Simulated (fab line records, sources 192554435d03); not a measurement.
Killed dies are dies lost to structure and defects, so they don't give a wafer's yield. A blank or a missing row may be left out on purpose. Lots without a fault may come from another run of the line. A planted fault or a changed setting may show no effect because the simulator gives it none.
A struck lot beside a sound one | flow n5_finfet | 14 steps out of a route of 1938
Sound: wafers L134.1, L134.3, L134.5. Struck: wafer L149.1. (L149.5, L149.6 of the same lot were not struck and are left out.) The cause comes at the end.
At each step with rows: each side's tool, then ch and its chambers, then its first start. Under that, the readings that differ: sound wafers | struck wafers | difference of the means | sigmas: that difference in standard deviations of wafers without a fault.
alike: readings whose means differ by less than 2 such deviations, and words and numbers that are the same on both sides. not compared: withheld readings, readings that some wafer has no value for, bounds like >300 that may hide the same value, and numbers for which the record gives no deviation and whose values overlap.
The two part at a step that has a row with sigmas, a row that says differs or no value, or rows on one side only. Numbers that don't overlap but have no deviation are shown without sigmas and don't part them. A reading that every wafer of one side lacks parts them only if that side has two wafers or more.

first, 2 steps without rows for these wafers: N5_BEOL_M11_PRECLEAN_42 (cleans in residue remover, time 60 s); N5_BEOL_M11_SRD_43 (time 30 s).
N5_BEOL_M11_CD_MEAS_35: target cd 70 nm.
  sound on cd_sem-02, day 10 13:19; struck on cd_sem-01, day 15 10:35
  alike: cd_nm
N5_BEOL_M11_CURE_72: cures SiCOH lowk, time 120 s.
  sound on uv_cure-01 ch 0, day 10 13:22; struck on uv_cure-02 ch 1, day 15 10:38
  alike: lamp_power_pct, wafer_temp_C_max
N5_BEOL_M11_DEGAS_44: time 60 s.
  sound on pvd_sputter-02, day 10 15:04; struck on pvd_sputter-01, day 15 11:17
  alike: heater_power_w, susceptor_temp_C
N5_BEOL_M11_PRE_CLEAN_45: time 30 s.
  sound on pvd_sputter-02, day 10 15:06; struck on pvd_sputter-01, day 15 11:19
  alike: heater_power_w, susceptor_temp_C
then, 1 step without rows for these wafers: N5_BEOL_M11_ALD_74 (deposits TaN, target thk 2 nm, pulse time 2 s, purge time 3 s).
N5_BEOL_M11_SURFACE_TREAT_76:
  sound on pvd_sputter-01, day 10 15:27; struck on pvd_sputter-01, day 15 11:49
  not compared: throttle_valve_pct
then, 1 step without rows for these wafers: N5_BEOL_M11_CVD_75 (deposits Co from CCTBA/H2, target thk 2 nm, time 138.9 s).
N5_BEOL_M11_SPUTTER_48: material Cu, target thk 12 nm, time 2 s.
  sound on pvd_sputter-01, day 10 15:41; struck on pvd_sputter-03, day 15 12:18
  alike: chuck_sensor_temp_C, susceptor_temp_C, throttle_valve_pct
then, 2 steps without rows for these wafers: N5_BEOL_M11_ECD_50 (material Cu, target thk 318 nm); N5_BEOL_M11_ANNEAL_51 (time 90 s).
N5_BEOL_M11_CMP_52: polishes, stops on SiCOH lowk, t overpolish 7 s, target thk 140 nm.
  sound on cmp-03 ch 0,3, day 10 16:14; struck on cmp-02 ch 1, day 15 13:10
  reading                 | sound                | struck | difference | sigmas
  head_pressure_psi (psi) | 1.0044 0.9980 1.0017 | 0.9968 | -0.0046    | -2
  platen_rpm (rpm)        | 50.01 49.94 50.07    | 48.01  | -2.00      | -62
  alike: barrier_field_endpoint_s, clearing_platen_rpm, edge_zone_pressure_frac, motor_current_A, overpolish_run_s, slurry_filter_dp_kPa, time_to_endpoint_s
-- the record jumps here: 2 days lie between the struck wafers' starts before and after (it left off in module BEOL_M11 and takes up again in module PASSIVATION, whose first step shown is number 1936 of the route) --
N5_PASSIVATION_PROBE_49:
  sound on prober-01, day 12 11:48; struck on prober-01, day 17 14:52
  alike: defect_limited_yield, killed_at_M0_to_M3, killed_at_M4_up, killed_at_contacts, killed_at_front_end, killed_at_other, killed_dies, killed_on_rim, killed_open, killed_short, sort_bin_4_leakage, sort_bin_5_function, sort_bin_6_memory, sort_n_pass, sort_yield_pct

WHERE THEY PART
Only at N5_BEOL_M11_CMP_52, within this record. Later steps at which nothing parts them and some readings are alike: N5_PASSIVATION_PROBE_49.

WHY: what the simulator had put in
Process parameter drift: cmp-02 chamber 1, from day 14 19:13 on, at N5_BEOL_M11_CMP_52. Setting platen_rpm, moved by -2, from 50. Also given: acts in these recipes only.
